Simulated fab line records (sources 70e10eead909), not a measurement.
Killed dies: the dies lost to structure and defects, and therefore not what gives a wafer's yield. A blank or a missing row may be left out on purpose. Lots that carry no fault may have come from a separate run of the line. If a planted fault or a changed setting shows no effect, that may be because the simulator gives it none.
Which tool is to blame? / flow nand_harc / 36 wafers from 12 lots sampled at 5 of the route's 1302 steps

WHAT THE GAUGES SHOWED, per wafer
NHARC_END_SORT_01.
lot=L596; measured=day 29 12:34; on=prober-02; killed_at_array=64 66 58; killed_at_other=4 3 1; killed_at_periphery=1 3 0; killed_dies=69 72 59; killed_open=3 1 5; killed_short=3 4 2
lot=L601; measured=day 31 20:47; on=prober-02; killed_at_array=62 66 85; killed_at_other=0 0 0; killed_at_periphery=6 2 2; killed_dies=68 68 87; killed_open=5 2 4; killed_short=2 5 4
lot=L606; measured=day 34 12:29; on=prober-01; killed_at_array=47 64 57; killed_at_other=0 0 0; killed_at_periphery=3 0 5; killed_dies=50 64 62; killed_open=1 3 7; killed_short=1 1 1

EACH LOT AND THE TOOL THAT RAN IT (in order: tool; ch and the chambers of the sampled wafers; start)
lot=L584; NHARC_P_GATE_STRIP_95=plasma_asher-01 ch 0,1, day 6 03:25; NHARC_P_CONTACT_SOFTBAKE_07=litho_track-01 ch 0, day 6 06:00; NHARC_P_CONTACT_DESCUM_17=rie_diel-09 ch 0,2,3, day 6 06:57; NHARC_P_CONTACT_ETCH_35=rie_diel-09 ch 0,2, day 6 07:02
lot=L587; NHARC_P_GATE_STRIP_95=plasma_asher-02 ch 0,1, day 7 12:22; NHARC_P_CONTACT_SOFTBAKE_07=litho_track-06 ch 0, day 7 15:00; NHARC_P_CONTACT_DESCUM_17=rie_diel-09 ch 0,1,2, day 7 15:57; NHARC_P_CONTACT_ETCH_35=rie_diel-09 ch 0,1,2, day 7 16:03
lot=L589; NHARC_P_GATE_STRIP_95=plasma_asher-02 ch 0,1, day 8 05:19; NHARC_P_CONTACT_SOFTBAKE_07=litho_track-01 ch 0, day 8 08:00; NHARC_P_CONTACT_DESCUM_17=rie_diel-09 ch 2,3, day 8 08:56; NHARC_P_CONTACT_ETCH_35=rie_diel-09 ch 0,3, day 8 09:01
lot=L590; NHARC_P_GATE_STRIP_95=plasma_asher-01 ch 0,1, day 8 10:13; NHARC_P_CONTACT_SOFTBAKE_07=litho_track-01 ch 0, day 8 13:00; NHARC_P_CONTACT_DESCUM_17=rie_diel-08 ch 0,3, day 8 13:53; NHARC_P_CONTACT_ETCH_35=rie_diel-08 ch 0,2,3, day 8 13:59
lot=L591; NHARC_P_GATE_STRIP_95=plasma_asher-02 ch 0,1, day 9 00:15; NHARC_P_CONTACT_SOFTBAKE_07=litho_track-06 ch 0, day 9 03:00; NHARC_P_CONTACT_DESCUM_17=rie_diel-11 ch 1,2,3, day 9 03:52; NHARC_P_CONTACT_ETCH_35=rie_diel-11 ch 0,2,3, day 9 03:57
lot=L592; NHARC_P_GATE_STRIP_95=plasma_asher-01 ch 0,1, day 9 08:11; NHARC_P_CONTACT_SOFTBAKE_07=litho_track-01 ch 0, day 9 11:00; NHARC_P_CONTACT_DESCUM_17=rie_diel-08 ch 2,3, day 9 11:47; NHARC_P_CONTACT_ETCH_35=rie_diel-08 ch 0,2, day 9 11:54
lot=L594; NHARC_P_GATE_STRIP_95=plasma_asher-01 ch 0,1, day 10 08:28; NHARC_P_CONTACT_SOFTBAKE_07=litho_track-04 ch 0, day 10 11:00; NHARC_P_CONTACT_DESCUM_17=rie_diel-09 ch 2,3, day 10 12:05; NHARC_P_CONTACT_ETCH_35=rie_diel-09 ch 0,1,3, day 10 12:11
lot=L596; NHARC_P_GATE_STRIP_95=plasma_asher-02 ch 0,1, day 10 22:13; NHARC_P_CONTACT_SOFTBAKE_07=litho_track-01 ch 0, day 11 01:00; NHARC_P_CONTACT_DESCUM_17=rie_diel-09 ch 0,2,3, day 11 02:24; NHARC_P_CONTACT_ETCH_35=rie_diel-09 ch 0,1,2, day 11 02:29
lot=L601; NHARC_P_GATE_STRIP_95=plasma_asher-01 ch 0, day 13 01:13; NHARC_P_CONTACT_SOFTBAKE_07=litho_track-04 ch 0, day 13 04:00; NHARC_P_CONTACT_DESCUM_17=rie_diel-11 ch 0,1, day 13 04:51; NHARC_P_CONTACT_ETCH_35=rie_diel-11 ch 0,3, day 13 04:56
lot=L602; NHARC_P_GATE_STRIP_95=plasma_asher-01 ch 0,1, day 13 14:43; NHARC_P_CONTACT_SOFTBAKE_07=litho_track-06 ch 0, day 13 17:00; NHARC_P_CONTACT_DESCUM_17=rie_diel-09 ch 0,2,3, day 13 18:19; NHARC_P_CONTACT_ETCH_35=rie_diel-09 ch 0,3, day 13 18:24
lot=L603; NHARC_P_GATE_STRIP_95=plasma_asher-01 ch 0,1, day 14 06:53; NHARC_P_CONTACT_SOFTBAKE_07=litho_track-06 ch 0, day 14 09:00; NHARC_P_CONTACT_DESCUM_17=rie_diel-08 ch 0,1,2, day 14 10:37; NHARC_P_CONTACT_ETCH_35=rie_diel-08 ch 0,1,3, day 14 10:42
lot=L606; NHARC_P_GATE_STRIP_95=plasma_asher-02 ch 0,1, day 15 13:24; NHARC_P_CONTACT_SOFTBAKE_07=litho_track-01 ch 0, day 15 16:00; NHARC_P_CONTACT_DESCUM_17=rie_diel-09 ch 0,2,3, day 15 16:51; NHARC_P_CONTACT_ETCH_35=rie_diel-09 ch 0,3, day 15 16:56
- NHARC_P_GATE_STRIP_95: strips in O2.
- NHARC_P_CONTACT_SOFTBAKE_07: time 55 s.
- NHARC_P_CONTACT_DESCUM_17: chemistry O2, time 3 s.
- NHARC_P_CONTACT_ETCH_35: etches the open film in CF4, target depth 39 nm, time 65 s.

AS READ BY THE TOOLS THEMSELVES (means over the sampled wafers that have a number; for cases with no such wafer, the mark the record gives instead)
NHARC_P_GATE_STRIP_95.
lot=L584; tool=plasma_asher-01; drypump_motor_current_A (A)=6.0; heater_power_w (W)=299
lot=L587; tool=plasma_asher-02; drypump_motor_current_A (A)=5.8; heater_power_w (W)=328
lot=L589; tool=plasma_asher-02; drypump_motor_current_A (A)=5.8; heater_power_w (W)=327
lot=L590; tool=plasma_asher-01; drypump_motor_current_A (A)=6.2; heater_power_w (W)=319
lot=L591; tool=plasma_asher-02; drypump_motor_current_A (A)=5.8; heater_power_w (W)=329
lot=L592; tool=plasma_asher-01; drypump_motor_current_A (A)=6.0; heater_power_w (W)=302
lot=L594; tool=plasma_asher-01; drypump_motor_current_A (A)=6.2; heater_power_w (W)=319
lot=L596; tool=plasma_asher-02; drypump_motor_current_A (A)=6.0; heater_power_w (W)=313
lot=L601; tool=plasma_asher-01; drypump_motor_current_A (A)=6.5; heater_power_w (W)=337
lot=L602; tool=plasma_asher-01; drypump_motor_current_A (A)=6.0; heater_power_w (W)=305
lot=L603; tool=plasma_asher-01; drypump_motor_current_A (A)=5.9; heater_power_w (W)=302
lot=L606; tool=plasma_asher-02; drypump_motor_current_A (A)=5.8; heater_power_w (W)=323

NHARC_P_CONTACT_SOFTBAKE_07.
lot=L584; tool=litho_track-01; chill_plate_temp_C (C)=22.96; heater_power_total_W (W)=188.44
lot=L587; tool=litho_track-06; chill_plate_temp_C (C)=22.98; heater_power_total_W (W)=188.50
lot=L589; tool=litho_track-01; chill_plate_temp_C (C)=22.94; heater_power_total_W (W)=188.33
lot=L590; tool=litho_track-01; chill_plate_temp_C (C)=23.18; heater_power_total_W (W)=188.39
lot=L591; tool=litho_track-06; chill_plate_temp_C (C)=23.03; heater_power_total_W (W)=188.44
lot=L592; tool=litho_track-01; chill_plate_temp_C (C)=22.94; heater_power_total_W (W)=188.49
lot=L594; tool=litho_track-04; chill_plate_temp_C (C)=22.99; heater_power_total_W (W)=188.51
lot=L596; tool=litho_track-01; chill_plate_temp_C (C)=22.99; heater_power_total_W (W)=188.63
lot=L601; tool=litho_track-04; chill_plate_temp_C (C)=22.99; heater_power_total_W (W)=188.48
lot=L602; tool=litho_track-06; chill_plate_temp_C (C)=23.11; heater_power_total_W (W)=233.46
lot=L603; tool=litho_track-06; chill_plate_temp_C (C)=23.11; heater_power_total_W (W)=233.26
lot=L606; tool=litho_track-01; chill_plate_temp_C (C)=22.88; heater_power_total_W (W)=188.43

NHARC_P_CONTACT_DESCUM_17.
lot=L584; tool=rie_diel-09; drypump_motor_current_A (A)=5.9; oes_product_au (a.u.)=0.995; rf_vpp_V (V)=58.2; showerhead_plenum_p_Torr (Torr)=1.89; throttle_valve_pct (%)=11.319
lot=L587; tool=rie_diel-09; drypump_motor_current_A (A)=5.9; oes_product_au (a.u.)=0.994; rf_vpp_V (V)=58.4; showerhead_plenum_p_Torr (Torr)=1.88; throttle_valve_pct (%)=11.318
lot=L589; tool=rie_diel-09; drypump_motor_current_A (A)=5.9; oes_product_au (a.u.)=0.994; rf_vpp_V (V)=57.8; showerhead_plenum_p_Torr (Torr)=1.86; throttle_valve_pct (%)=11.310
lot=L590; tool=rie_diel-08; drypump_motor_current_A (A)=5.5; oes_product_au (a.u.)=1.000; rf_vpp_V (V)=58.4; showerhead_plenum_p_Torr (Torr)=1.94; throttle_valve_pct (%)=11.318
lot=L591; tool=rie_diel-11; drypump_motor_current_A (A)=5.7; oes_product_au (a.u.)=0.998; rf_vpp_V (V)=58.9; showerhead_plenum_p_Torr (Torr)=1.97; throttle_valve_pct (%)=11.309
lot=L592; tool=rie_diel-08; drypump_motor_current_A (A)=5.8; oes_product_au (a.u.)=1.000; rf_vpp_V (V)=58.3; showerhead_plenum_p_Torr (Torr)=1.97; throttle_valve_pct (%)=11.318
lot=L594; tool=rie_diel-09; drypump_motor_current_A (A)=6.0; oes_product_au (a.u.)=0.999; rf_vpp_V (V)=57.0; showerhead_plenum_p_Torr (Torr)=1.86; throttle_valve_pct (%)=11.315
lot=L596; tool=rie_diel-09; drypump_motor_current_A (A)=5.9; oes_product_au (a.u.)=0.993; rf_vpp_V (V)=57.8; showerhead_plenum_p_Torr (Torr)=1.89; throttle_valve_pct (%)=11.312
lot=L601; tool=rie_diel-11; drypump_motor_current_A (A)=6.0; oes_product_au (a.u.)=0.995; rf_vpp_V (V)=58.6; showerhead_plenum_p_Torr (Torr)=1.96; throttle_valve_pct (%)=11.315
lot=L602; tool=rie_diel-09; drypump_motor_current_A (A)=5.9; oes_product_au (a.u.)=0.998; rf_vpp_V (V)=58.0; showerhead_plenum_p_Torr (Torr)=1.88; throttle_valve_pct (%)=11.312
lot=L603; tool=rie_diel-08; drypump_motor_current_A (A)=6.0; oes_product_au (a.u.)=1.006; rf_vpp_V (V)=58.3; showerhead_plenum_p_Torr (Torr)=1.95; throttle_valve_pct (%)=11.312
lot=L606; tool=rie_diel-09; drypump_motor_current_A (A)=5.9; oes_product_au (a.u.)=1.002; rf_vpp_V (V)=56.4; showerhead_plenum_p_Torr (Torr)=1.88; throttle_valve_pct (%)=11.303

NHARC_P_CONTACT_ETCH_35.
lot=L584; tool=rie_diel-09; drypump_motor_current_A (A)=5.8; oes_product_au (a.u.)=0.995; rf_vpp_V (V)=150.4; showerhead_plenum_p_Torr (Torr)=1.74; throttle_valve_pct (%)=13.291
lot=L587; tool=rie_diel-09; drypump_motor_current_A (A)=5.9; oes_product_au (a.u.)=0.996; rf_vpp_V (V)=150.9; showerhead_plenum_p_Torr (Torr)=1.74; throttle_valve_pct (%)=13.280
lot=L589; tool=rie_diel-09; drypump_motor_current_A (A)=5.9; oes_product_au (a.u.)=0.998; rf_vpp_V (V)=151.1; showerhead_plenum_p_Torr (Torr)=1.77; throttle_valve_pct (%)=13.281
lot=L590; tool=rie_diel-08; drypump_motor_current_A (A)=5.7; oes_product_au (a.u.)=1.010; rf_vpp_V (V)=151.8; showerhead_plenum_p_Torr (Torr)=1.80; throttle_valve_pct (%)=13.273
lot=L591; tool=rie_diel-11; drypump_motor_current_A (A)=5.5; oes_product_au (a.u.)=1.002; rf_vpp_V (V)=151.4; showerhead_plenum_p_Torr (Torr)=1.79; throttle_valve_pct (%)=13.291
lot=L592; tool=rie_diel-08; drypump_motor_current_A (A)=6.0; oes_product_au (a.u.)=1.006; rf_vpp_V (V)=152.3; showerhead_plenum_p_Torr (Torr)=1.86; throttle_valve_pct (%)=13.286
lot=L594; tool=rie_diel-09; drypump_motor_current_A (A)=6.0; oes_product_au (a.u.)=0.989; rf_vpp_V (V)=150.2; showerhead_plenum_p_Torr (Torr)=1.75; throttle_valve_pct (%)=13.280
lot=L596; tool=rie_diel-09; drypump_motor_current_A (A)=5.9; oes_product_au (a.u.)=0.994; rf_vpp_V (V)=151.7; showerhead_plenum_p_Torr (Torr)=1.74; throttle_valve_pct (%)=13.289
lot=L601; tool=rie_diel-11; drypump_motor_current_A (A)=5.7; oes_product_au (a.u.)=1.002; rf_vpp_V (V)=150.5; showerhead_plenum_p_Torr (Torr)=1.74; throttle_valve_pct (%)=13.289
lot=L602; tool=rie_diel-09; drypump_motor_current_A (A)=6.0; oes_product_au (a.u.)=0.995; rf_vpp_V (V)=150.7; showerhead_plenum_p_Torr (Torr)=1.75; throttle_valve_pct (%)=13.282
lot=L603; tool=rie_diel-08; drypump_motor_current_A (A)=5.6; oes_product_au (a.u.)=0.995; rf_vpp_V (V)=150.9; showerhead_plenum_p_Torr (Torr)=1.75; throttle_valve_pct (%)=13.286
lot=L606; tool=rie_diel-09; drypump_motor_current_A (A)=6.1; oes_product_au (a.u.)=1.007; rf_vpp_V (V)=150.2; showerhead_plenum_p_Torr (Torr)=1.75; throttle_valve_pct (%)=13.284

THE ANSWER, worked out from the rows above alone
Rule: the lots themselves supply what counts as usual. Put in order of their means at a reading, lots are off if they are a third of the lots or fewer, leave a main group of 4 or more, and stand apart from it by a gap of 3 or more times the standard deviation of the main group's means; of several such gaps the widest counts. The tables above print the reading to a certain number of digits; a main group whose means all agree to those digits is not used. A lot without any number at a reading at which 4 lots or more have one is off too. Where the step has rows for the other lots, those lots are counted as sound. The gauges are gone through in route order, then the tools' own readings, and for those a lot's mean is taken as printed above. The first step at which some lot is off is used, and at that step the reading that is off furthest; a lot without a number counts as furthest.
Off, at NHARC_P_CONTACT_SOFTBAKE_07 on heater_power_total_W: L602, L603. The main group has a mean of 188.46 W with a standard deviation of 0.076.
If a tool, at that step or one of the process steps before it, ran each lot that is off and ran no sound lot following the first of them, it fits. Can't be told from this: 2 tools fit, plasma_asher-01 at NHARC_P_GATE_STRIP_95, litho_track-06 at NHARC_P_CONTACT_SOFTBAKE_07.

WHAT HAD BEEN PUT IN BY THE SIMULATOR
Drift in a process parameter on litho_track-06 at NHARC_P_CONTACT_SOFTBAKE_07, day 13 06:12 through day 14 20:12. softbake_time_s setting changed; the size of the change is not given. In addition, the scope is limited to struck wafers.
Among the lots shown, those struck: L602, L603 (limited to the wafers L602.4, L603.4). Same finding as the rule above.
